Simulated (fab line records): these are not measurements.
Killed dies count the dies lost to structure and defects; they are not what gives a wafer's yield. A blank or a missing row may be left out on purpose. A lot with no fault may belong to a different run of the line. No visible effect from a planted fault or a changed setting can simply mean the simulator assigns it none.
fab line records    flow nandHarc
record lots=24  wafers=72  lastDay=24
route steps=1159 shown P_M1@297 P_M2@333 P_BONDPAD@351
lots that met no fault: from a run of the same line without faults
startH: start of the lot's first displayed wafer, in hours after the record's first day    waitH: time in hours since the lot's previous step    " same as the row above    L1.1+2: a row that stands for several wafers    - no value present, or no start provided    * or withheld: withheld    < > ~ a bound
route shown NAME@n: a module of which the file shows steps, and the number in the route of the first    usual: mean and standard deviation over wafers with no fault    same: alike in all rows    chamber/n: place in a boat    sites: readings site by site    _std_site: standard deviation of those values    _edge_site: mean of outer sites minus mean of inner sites    radiusMm: how far each site lies from the wafer's centre    mask NAME#n: copy n    behind: the last tool/chamber to shape the wafer    hold: the reason the lot was held/the length of the hold in hours/how it ended    device: whichever transistor did not switch (one of n, p or np)    end of line: tests of these same wafers at the route's end    step lacking rows: just its recipe    killed: not the wafer's yield, but the dies lost to structure and defects at the first sort    map: a wafer's dies, marking killed ones x, the rest . and places with no die _
set.NAME: the setting that was run; set.NAME@STEP: the one run at that earlier step    model.NAME: the simulator's own value behind a step, which no gauge read
the route's steps for a sample of lots (tables are steps, rows are wafers)
services: when a tool's chamber went out of use (startH, in hours from the record's first day, below 0 if earlier), for how many hours, and the reason
## steps
# step NHARC_P_M1_INSPECT_11
# usual rawDefectCount=4.6/2.7
lot.wafer  tool              chamber  startH  waitH  rawDefectCount
L075.1     defectInspect-01  -        125.03  0.0    6
L075.2     "                 -        "       "      4
L075.5     "                 -        "       "      5
L074.1     defectInspect-02  -        125.51  0.0    3
L074.4     "                 -        "       "      3
L074.6     "                 -        "       "      5
L076.1     defectInspect-01  -        137.98  0.0    2
L076.4     "                 -        "       "      2
L076.6     "                 -        "       "      3
L077.1     defectInspect-02  -        138.49  0.0    1
L077.2     "                 -        "       "      4
L077.6     "                 -        "       "      2
L078.1     defectInspect-01  -        141.13  0.0    2
L078.2     "                 -        "       "      5
L078.3     "                 -        "       "      7
L079.2     defectInspect-01  -        148.50  0.0    2
L079.4     "                 -        "       "      6
L079.6     "                 -        "       "      7
L080.3     defectInspect-02  -        161.33  0.0    3
L080.4     "                 -        "       "      1
L080.5     "                 -        "       "      5
L081.1     defectInspect-02  -        161.87  0.0    7
L081.2     "                 -        "       "      7
L081.6     "                 -        "       "      3
L082.1     defectInspect-02  -        170.01  0.0    1
L082.5     "                 -        "       "      6
L082.6     "                 -        "       "      2
L083.1     defectInspect-01  -        172.88  0.0    2
L083.3     "                 -        "       "      8
L083.5     "                 -        "       "      5
L084.3     defectInspect-01  -        174.15  0.0    4
L084.5     "                 -        "       "      2
L084.6     "                 -        "       "      6
L087.1     defectInspect-01  -        197.35  0.0    5
L087.2     "                 -        "       "      4
L087.4     "                 -        "       "      3
L085.1     defectInspect-02  -        198.16  0.1    2
L085.3     "                 -        "       "      6
L085.5     "                 -        "       "      6
L086.1     defectInspect-02  -        198.88  0.0    7
L086.2     "                 -        "       "      4
L086.4     "                 -        "       "      9
L089.3     defectInspect-02  -        207.67  0.0    3
L089.4     "                 -        "       "      8
L089.5     "                 -        "       "      4
L088.1     defectInspect-01  -        208.34  0.0    2
L088.3     "                 -        "       "      2
L088.4     "                 -        "       "      4
L090.1     defectInspect-02  -        217.08  0.0    2
L090.3     "                 -        "       "      5
L090.4     "                 -        "       "      4
L091.1     defectInspect-01  -        221.17  0.0    16
L091.2     "                 -        "       "      13
L091.3     "                 -        "       "      8
L092.1     defectInspect-01  -        228.46  0.0    7
L092.4     "                 -        "       "      6
L092.5     "                 -        "       "      6
L093.2     defectInspect-02  -        237.32  0.0    7
L093.4     "                 -        "       "      4
L093.6     "                 -        "       "      6
L094.3     defectInspect-01  -        242.17  0.0    2
L094.4     "                 -        "       "      3
L094.6     "                 -        "       "      3
L095.1     defectInspect-01  -        249.40  0.0    2
L095.2     "                 -        "       "      3
L095.3     "                 -        "       "      4
L096.1     defectInspect-02  -        250.65  0.0    6
L096.3     "                 -        "       "      6
L096.4     "                 -        "       "      8
L097.1     defectInspect-02  -        259.42  0.0    4
L097.4     "                 -        "       "      6
L097.5     "                 -        "       "      5
# step NHARC_P_M1_ETCH_15
# recipe targetDepthA=1825  timeS=91.2  c4f8FlowSccm=withheld  arFlowSccm=400  rfW=600  biasW=300  chemistry=C4F8/Ar
# usual oesProductAu=0.955/0.019  rfFwdPowerW=595.8/2.2  rfVppV=440.1/2.6
lot.wafer  tool        chamber  startH  waitH  oesProductAu  rfFwdPowerW  rfHoursCounterH  rfVppV
L075.1     rieDiel-11  0        -       -      0.928         592.7        6                440.5
L075.2     "           2        "       "      0.928         590.9        6                445.1
L075.5     "           1        "       "      0.924         596.1        -                436.8
L074.4     rieDiel-09  2        -       -      0.977         597.8        3                441.8
L074.1     "           0        "       "      0.957         593.6        3                443.6
L074.6     "           2        "       "      0.974         598.1        -                441.0
L076.4     rieDiel-11  2        -       -      0.927         594.9        7                443.8
L076.1     "           3        "       "      0.924         599.2        7                436.7
L076.6     "           0        "       "      0.920         595.2        -                439.7
L077.2     rieDiel-11  1        -       -      0.965         599.4        7                438.4
L077.1     "           0        "       "      0.954         591.3        7                439.7
L077.6     "           2        "       "      0.985         595.4        -                445.0
L078.2     rieDiel-11  1        -       -      0.965         594.0        8                439.1
L078.1     "           2        "       "      0.962         593.8        7                444.8
L078.3     "           3        "       "      0.957         596.6        8                437.6
L079.2     rieDiel-13  3        -       -      0.953         593.0        1                444.5
L079.4     "           0        "       "      0.963         598.8        1                440.2
L079.6     "           1        "       "      0.984         596.7        -                437.9
L080.3     rieDiel-11  0        -       -      0.982         598.3        9                441.3
L080.4     "           2        "       "      0.978         594.6        8                443.1
L080.5     "           0        "       "      0.981         595.8        -                441.5
L081.2     rieDiel-11  2        -       -      0.932         596.5        8                444.9
L081.1     "           0        "       "      0.925         592.8        9                441.2
L081.6     "           2        "       "      0.937         595.2        -                443.8
L082.1     rieDiel-13  3        -       -      0.944         594.8        1                442.1
L082.6     "           0        "       "      0.963         597.9        -                439.9
L082.5     "           1        "       "      0.980         597.1        -                437.8
L083.3     rieDiel-11  1        -       -      0.946         595.2        10               438.8
L083.1     "           2        "       "      0.956         593.2        8                443.6
L083.5     "           0        "       "      0.950         595.6        -                440.5
L084.3     rieDiel-11  1        -       -      0.953         596.5        10               439.0
L084.6     "           3        "       "      0.959         599.2        -                438.0
L084.5     "           0        "       "      0.957         590.8        -                440.4
L087.4     rieDiel-13  1        -       -      0.955         597.5        2                437.2
L087.2     "           2        "       "      0.945         595.4        2                438.2
L087.1     "           3        "       "      0.975         593.0        2                440.1
L085.3     rieDiel-13  3        -       -      0.961         593.3        2                441.5
L085.1     "           0        "       "      0.981         596.9        2                440.6
L085.5     "           2        "       "      0.955         591.7        -                437.9
L086.1     rieDiel-09  3        -       -      0.965         595.7        8                441.6
L086.2     "           1        "       "      0.968         594.0        9                444.4
L086.4     "           1        "       "      0.969         598.8        -                443.6
L089.4     rieDiel-11  0        -       -      0.987         592.6        0                442.3
L089.3     "           2        "       "      0.968         594.7        0                444.5
L089.5     "           0        "       "      0.990         595.8        -                441.6
L088.3     rieDiel-13  3        -       -      0.942         592.9        2                443.7
L088.4     "           0        "       "      0.946         594.9        2                438.7
L088.1     "           1        "       "      0.939         592.2        2                436.6
L090.3     rieDiel-13  1        -       -      0.927         595.5        2                438.2
L090.4     "           3        "       "      0.932         594.4        2                441.2
L090.1     "           0        "       "      0.925         597.7        2                439.6
L091.3     rieDiel-13  0        -       -      0.950         596.8        2                439.4
L091.1     "           2        "       "      0.972         595.6        3                437.5
L091.2     "           3        "       "      0.958         592.9        2                441.5
L092.1     rieDiel-11  0        -       -      0.969         593.9        2                440.3
L092.4     "           3        "       "      0.981         598.8        2                438.6
L092.5     "           0        "       "      0.966         594.5        -                441.7
L093.4     rieDiel-11  3        -       -      0.976         596.2        2                437.1
L093.2     "           0        "       "      0.965         590.1        3                440.8
L093.6     "           1        "       "      0.959         596.0        -                437.5
L094.4     rieDiel-11  1        -       -      0.956         598.2        2                436.4
L094.3     "           2        "       "      0.964         595.3        2                444.2
L094.6     "           2        "       "      0.968         596.7        -                445.7
L095.3     rieDiel-11  2        -       -      0.934         596.6        2                445.2
L095.1     "           3        "       "      0.930         598.3        3                437.5
L095.2     "           0        "       "      0.930         596.9        3                440.3
L096.3     rieDiel-09  3        -       -      0.931         596.0        13               442.1
L096.1     "           2        "       "      0.925         599.4        12               440.8
L096.4     "           3        "       "      0.932         595.1        -                440.1
L097.1     rieDiel-13  1        -       -      0.944         598.6        4                437.1
L097.4     "           2        "       "      0.959         591.8        4                438.5
L097.5     "           2        "       "      0.955         591.3        -                437.3
# step NHARC_P_M1_INSPECT_27
# usual rawDefectCount=302/120
lot.wafer  tool              chamber  startH  waitH  rawDefectCount
L075.1     defectInspect-02  -        127.67  0.0    163
L075.2     "                 -        "       "      136
L075.5     "                 -        "       "      187
L074.1     defectInspect-02  -        128.15  0.0    518
L074.4     "                 -        "       "      340
L074.6     "                 -        "       "      241
L076.1     defectInspect-01  -        140.64  0.0    297
L076.4     "                 -        "       "      357
L076.6     "                 -        "       "      416
L077.1     defectInspect-02  -        141.12  0.0    177
L077.2     "                 -        "       "      327
L077.6     "                 -        "       "      417
L078.1     defectInspect-01  -        143.78  0.0    376
L078.2     "                 -        "       "      216
L078.3     "                 -        "       "      229
L079.2     defectInspect-02  -        151.16  0.0    263
L079.4     "                 -        "       "      151
L079.6     "                 -        "       "      379
L080.3     defectInspect-02  -        163.96  0.0    191
L080.4     "                 -        "       "      299
L080.5     "                 -        "       "      317
L081.1     defectInspect-01  -        164.52  0.0    180
L081.2     "                 -        "       "      217
L081.6     "                 -        "       "      294
L082.1     defectInspect-02  -        172.95  0.0    146
L082.5     "                 -        "       "      431
L082.6     "                 -        "       "      279
L083.1     defectInspect-01  -        175.59  0.0    339
L083.3     "                 -        "       "      325
L083.5     "                 -        "       "      159
L084.3     defectInspect-02  -        176.88  0.0    352
L084.5     "                 -        "       "      169
L084.6     "                 -        "       "      267
L087.1     defectInspect-02  -        201.02  0.0    253
L087.2     "                 -        "       "      362
L087.4     "                 -        "       "      414
L085.1     defectInspect-02  -        201.33  0.0    252
L085.3     "                 -        "       "      245
L085.5     "                 -        "       "      241
L086.1     defectInspect-01  -        202.23  0.0    349
L086.2     "                 -        "       "      417
L086.4     "                 -        "       "      335
L089.3     defectInspect-01  -        210.87  0.0    270
L089.4     "                 -        "       "      452
L089.5     "                 -        "       "      466
L088.1     defectInspect-02  -        211.16  0.0    221
L088.3     "                 -        "       "      489
L088.4     "                 -        "       "      320
L090.1     defectInspect-01  -        219.90  0.0    157
L090.3     "                 -        "       "      362
L090.4     "                 -        "       "      136
L091.1     defectInspect-01  -        223.82  0.0    230
L091.2     "                 -        "       "      248
L091.3     "                 -        "       "      239
L092.1     defectInspect-01  -        231.11  0.0    474
L092.4     "                 -        "       "      285
L092.5     "                 -        "       "      440
L093.2     defectInspect-02  -        240.08  0.0    262
L093.4     "                 -        "       "      187
L093.6     "                 -        "       "      365
L094.3     defectInspect-01  -        244.83  0.0    308
L094.4     "                 -        "       "      548
L094.6     "                 -        "       "      548
L095.1     defectInspect-02  -        252.13  0.0    216
L095.2     "                 -        "       "      139
L095.3     "                 -        "       "      92
L096.1     defectInspect-01  -        253.34  0.0    261
L096.3     "                 -        "       "      374
L096.4     "                 -        "       "      306
L097.1     defectInspect-01  -        262.05  0.0    148
L097.4     "                 -        "       "      268
L097.5     "                 -        "       "      134
# step NHARC_P_M2_ETCH_15
# recipe targetDepthA=1825  timeS=91.2  c4f8FlowSccm=withheld  arFlowSccm=400  rfW=600  biasW=300  chemistry=C4F8/Ar
# usual oesProductAu=0.949/0.021  rfFwdPowerW=595.3/2.1  rfVppV=441/3.2
lot.wafer  tool        chamber  startH  waitH  oesProductAu  rfFwdPowerW  rfHoursCounterH  rfVppV
L075.1     rieDiel-01  1        -       -      0.922         594.0        29               443
L075.2     "           3        "       "      0.925         596.4        29               435
L075.5     "           0        "       "      0.920         599.0        -                442
L074.4     rieDiel-01  1        -       -      0.924         594.3        29               443
L074.1     "           3        "       "      0.929         594.7        29               438
L074.6     "           1        "       "      0.919         592.9        -                445
L076.1     rieDiel-08  1        -       -      0.965         595.0        0                438
L076.4     "           0        "       "      0.960         594.5        0                440
L076.6     "           2        "       "      0.986         594.9        -                444
L077.1     rieDiel-08  1        -       -      0.966         589.5        0                438
L077.2     "           2        "       "      0.954         597.3        0                443
L077.6     "           3        "       "      0.945         596.1        -                444
L078.1     rieDiel-08  0        -       -      0.950         596.3        1                440
L078.2     "           1        "       "      0.961         593.8        1                437
L078.3     "           2        "       "      0.950         596.2        1                444
L079.2     rieDiel-08  1        -       -      0.978         593.6        1                436
L079.4     "           3        "       "      0.968         595.8        1                445
L079.6     "           0        "       "      0.953         595.3        -                442
L080.3     rieDiel-01  0        -       -      0.987         595.9        4                443
L080.4     "           1        "       "      0.964         594.2        4                445
L080.5     "           0        "       "      0.986         595.3        -                443
L081.2     rieDiel-08  2        -       -      0.971         597.9        2                444
L081.1     "           3        "       "      0.957         595.5        2                443
L081.6     "           1        "       "      0.973         597.1        -                437
L082.1     rieDiel-08  2        -       -      0.959         591.6        2                444
L082.5     "           3        "       "      0.942         594.2        -                445
L082.6     "           0        "       "      0.940         594.8        -                442
L083.3     rieDiel-08  1        -       -      0.984         594.6        2                437
L083.1     "           2        "       "      0.989         595.8        2                444
L083.5     "           1        "       "      0.980         594.1        -                438
L084.3     rieDiel-08  3        -       -      0.973         596.1        2                443
L084.6     "           3        "       "      0.985         597.3        -                445
L084.5     "           0        "       "      0.966         593.8        -                441
L087.1     rieDiel-08  2        -       -      0.977         590.6        3                443
L087.2     "           0        "       "      0.958         595.3        3                443
L087.4     "           1        "       "      0.981         596.1        3                437
L085.3     rieDiel-08  2        -       -      0.939         597.5        3                445
L085.1     "           1        "       "      0.942         597.4        3                435
L085.5     "           2        "       "      0.946         597.4        -                443
L086.4     rieDiel-08  2        -       -      0.947         595.9        3                445
L086.1     "           3        "       "      0.948         596.8        3                444
L086.2     "           0        "       "      0.948         595.1        3                440
L089.4     rieDiel-08  1        213.02  0.1    0.953         593.7        -                437
L089.3     "           3        "       "      0.963         597.4        -                445
L089.5     "           3        "       "      0.951         597.9        -                444
L088.4     rieDiel-01  0        -       -      0.929         593.2        17               443
L088.3     "           1        "       "      0.932         593.4        19               444
L088.1     "           2        "       "      0.927         596.3        19               444
L090.1     rieDiel-01  0        -       -      0.938         597.3        18               443
L090.4     "           1        "       "      0.924         591.6        20               444
L090.3     "           2        "       "      0.920         597.5        20               442
L091.2     rieDiel-01  2        -       -      0.929         597.2        20               446
L091.3     "           3        "       "      0.923         596.4        11               436
L091.1     "           1        "       "      0.928         593.0        20               443
L092.1     rieDiel-08  2        -       -      0.924         594.8        4                444
L092.4     "           3        "       "      0.932         597.0        5                445
L092.5     "           1        "       "      0.937         592.1        -                437
L093.2     rieDiel-08  0        -       -      0.916         595.4        5                439
L093.4     "           1        "       "      0.925         596.9        5                437
L093.6     "           3        "       "      0.932         593.2        -                445
L094.4     rieDiel-08  2        -       -      0.963         594.7        5                444
L094.3     "           3        "       "      0.997         597.2        5                444
L094.6     "           0        "       "      0.972         598.3        -                440
L095.1     rieDiel-08  1        -       -      0.919         591.4        6                437
L095.3     "           2        "       "      0.920         596.6        5                445
L095.2     "           0        "       "      0.913         595.8        5                440
L096.1     rieDiel-08  3        -       -      0.972         598.1        6                445
L096.3     "           0        "       "      0.951         593.8        5                441
L096.4     "           3        "       "      0.968         600.0        -                444
L097.1     rieDiel-02  3        -       -      0.926         595.5        40               444
L097.4     "           0        "       "      0.936         591.7        43               439
L097.5     "           2        "       "      0.939         592.2        -                444
# step NHARC_P_M2_CD_MEAS_16
# usual cdNm=169.8/0.6
lot.wafer  tool      chamber  startH  waitH  cdNm
L075.1     cdSem-01  -        129.81  -      169.5
L075.2     "         -        "       "      169.9
L075.5     "         -        "       "      168.3
L074.1     cdSem-02  -        130.30  -      168.8
L074.4     "         -        "       "      168.8
L074.6     "         -        "       "      169.6
L076.1     cdSem-01  -        142.52  -      170.5
L076.4     "         -        "       "      169.4
L076.6     "         -        "       "      169.6
L077.1     cdSem-03  -        143.02  -      169.4
L077.2     "         -        "       "      169.2
L077.6     "         -        "       "      170.0
L078.1     cdSem-01  -        145.52  -      170.5
L078.2     "         -        "       "      168.9
L078.3     "         -        "       "      169.4
L079.2     cdSem-02  -        153.05  -      170.7
L079.4     "         -        "       "      170.3
L079.6     "         -        "       "      170.2
L080.3     cdSem-01  -        165.71  -      170.6
L080.4     "         -        "       "      170.5
L080.5     "         -        "       "      170.7
L081.1     cdSem-02  -        166.58  -      170.1
L081.2     "         -        "       "      170.9
L081.6     "         -        "       "      170.3
L082.1     cdSem-03  -        175.00  -      171.0
L082.5     "         -        "       "      170.3
L082.6     "         -        "       "      170.8
L083.1     cdSem-01  -        177.50  -      170.4
L083.3     "         -        "       "      169.0
L083.5     "         -        "       "      168.8
L084.3     cdSem-01  -        178.64  -      169.3
L084.5     "         -        "       "      169.7
L084.6     "         -        "       "      169.9
L087.1     cdSem-02  -        202.90  -      169.8
L087.2     "         -        "       "      169.3
L087.4     "         -        "       "      169.3
L085.1     cdSem-02  -        203.40  -      169.6
L085.3     "         -        "       "      169.0
L085.5     "         -        "       "      169.9
L086.1     cdSem-02  -        204.01  -      170.2
L086.2     "         -        "       "      169.3
L086.4     "         -        "       "      170.0
L089.3     cdSem-01  -        213.18  0.1    169.3
L089.4     "         -        "       "      170.6
L089.5     "         -        "       "      168.9
L088.1     cdSem-01  -        213.89  -      169.0
L088.3     "         -        "       "      169.4
L088.4     "         -        "       "      168.9
L090.1     cdSem-03  -        221.78  -      169.7
L090.3     "         -        "       "      170.6
L090.4     "         -        "       "      168.8
L091.1     cdSem-02  -        226.03  -      168.7
L091.2     "         -        "       "      169.9
L091.3     "         -        "       "      169.9
L092.1     cdSem-02  -        233.01  -      169.6
L092.4     "         -        "       "      169.7
L092.5     "         -        "       "      168.4
L093.2     cdSem-01  -        242.02  -      169.8
L093.4     "         -        "       "      169.3
L093.6     "         -        "       "      170.3
L094.3     cdSem-03  -        247.39  -      170.6
L094.4     "         -        "       "      170.4
L094.6     "         -        "       "      170.8
L095.1     cdSem-02  -        254.01  -      169.9
L095.2     "         -        "       "      169.8
L095.3     "         -        "       "      169.6
L096.1     cdSem-03  -        255.27  -      169.5
L096.3     "         -        "       "      170.2
L096.4     "         -        "       "      169.1
L097.1     cdSem-02  -        263.91  -      169.6
L097.4     "         -        "       "      170.4
L097.5     "         -        "       "      170.2
# step NHARC_P_BONDPAD_DEP_00
# recipe targetThkA=2500  tempC=370  targetThkNm=250  pressureTorr=3  flowSccm=200  rfW=450  material=SiCN
# usual heaterPowerW=609/86  rfFwdPowerW=449.0/1.5
lot.wafer  tool      chamber  startH  waitH  heaterPowerW  rfFwdPowerW
L075.2     pecvd-01  1        132.85  0.5    679           450.0
L075.1     "         2        "       "      718           450.4
L075.5     "         1        "       "      677           447.5
L074.1     pecvd-03  0        -       -      622           450.9
L074.4     "         2        "       "      676           450.4
L074.6     "         1        "       "      554           450.4
L076.1     pecvd-01  2        145.42  -      659           447.0
L076.6     "         1        "       "      679           449.7
L076.4     "         2        "       "      686           445.6
L077.1     pecvd-02  2        145.85  -      452           447.7
L077.2     "         1        "       "      604           447.6
L077.6     "         1        "       "      606           446.7
L078.3     pecvd-02  1        148.45  -      576           451.4
L078.2     "         2        "       "      415           446.9
L078.1     "         0        "       "      716           449.6
L079.2     pecvd-01  1        155.92  -      575           448.5
L079.4     "         1        "       "      605           446.3
L079.6     "         2        "       "      781           448.4
L080.3     pecvd-02  1        168.61  -      566           452.4
L080.5     "         0        "       "      673           449.6
L080.4     "         2        "       "      506           445.9
L081.2     pecvd-03  2        169.42  -      641           448.9
L081.1     "         0        "       "      621           449.3
L081.6     "         0        "       "      629           447.5
L082.1     pecvd-02  2        177.89  -      421           451.7
L082.6     "         0        "       "      610           449.9
L082.5     "         1        "       "      515           450.3
L083.1     pecvd-01  1        180.35  -      651           449.2
L083.3     "         2        "       "      781           447.6
L083.5     "         2        "       "      611           448.0
L084.3     pecvd-01  2        181.52  -      637           448.2
L084.5     "         1        "       "      694           448.3
L084.6     "         2        "       "      662           449.2
L087.2     pecvd-02  2        205.80  -      436           450.3
L087.1     "         1        "       "      566           447.2
L087.4     "         1        "       "      562           446.8
L086.2     pecvd-01  1        -       -      626           450.0
L086.1     "         2        "       "      748           450.9
L086.4     "         1        "       "      679           451.6
L085.3     pecvd-03  0        207.11  0.6    566           446.1
L085.1     "         2        "       "      706           448.9
L085.5     "         0        "       "      581           446.1
L089.4     pecvd-01  1        216.40  -      614           450.1
L089.3     "         2        "       "      750           449.1
L089.5     "         1        "       "      621           450.2
L088.3     pecvd-02  2        -       -      500           447.5
L088.1     "         0        "       "      693           448.3
L088.4     "         1        "       "      550           447.9
L090.3     pecvd-03  1        224.97  -      558           449.3
L090.1     "         0        "       "      559           451.8
L090.4     "         1        "       "      569           451.7
L091.3     pecvd-02  0        229.17  -      694           449.4
L091.1     "         1        "       "      583           448.3
L091.2     "         2        "       "      426           448.3
L092.1     pecvd-02  0        236.26  -      681           448.0
L092.5     "         2        "       "      498           451.0
L092.4     "         0        "       "      720           449.0
L093.2     pecvd-03  0        -       -      594           449.7
L093.6     "         0        "       "      626           450.3
L093.4     "         1        "       "      574           449.4
L094.3     pecvd-03  0        250.53  -      633           446.1
L094.4     "         0        "       "      669           450.1
L094.6     "         2        "       "      667           449.3
L095.2     pecvd-03  1        256.84  -      505           450.5
L095.3     "         2        "       "      681           448.0
L095.1     "         0        "       "      691           448.7
L096.1     pecvd-02  0        -       -      633           448.3
L096.3     "         2        "       "      446           450.5
L096.4     "         0        "       "      663           447.6
L097.1     pecvd-02  2        266.89  -      490           449.3
L097.4     "         0        "       "      704           447.5
L097.5     "         1        "       "      608           449.0
## services
tool        chamber  startH  hours  kind
pecvd-03    -        111.50  13.0   pm
pecvd-02    1        114.43  6.6    repair
rieDiel-02  3        117.22  18.1   repair
rieDiel-08  -        124.85  9.0    pm
pecvd-02    2        128.28  6.7    repair
rieDiel-01  -        137.80  9.0    pm
rieDiel-08  -        141.20  1.0    repair
rieDiel-02  -        150.83  9.0    pm
pecvd-02    -        153.00  13.0   pm
rieDiel-11  2        154.89  5.3    repair
rieDiel-09  0        169.66  132.0  repair
rieDiel-02  -        182.41  0.1    repair
pecvd-02    -        186.64  0.7    repair
rieDiel-11  -        189.50  9.0    pm
rieDiel-08  2        204.65  9.6    repair
pecvd-02    2        207.89  5.6    repair
rieDiel-11  1        211.50  4.6    repair
rieDiel-08  0        212.16  3.6    repair
pecvd-01    0        212.95  4.2    repair
rieDiel-01  0        235.40  6.1    repair
rieDiel-08  1        236.58  2.9    repair
pecvd-01    -        237.00  13.0   pm
rieDiel-09  -        254.10  9.0    pm
rieDiel-01  3        265.08  3.8    repair
## key
fault none
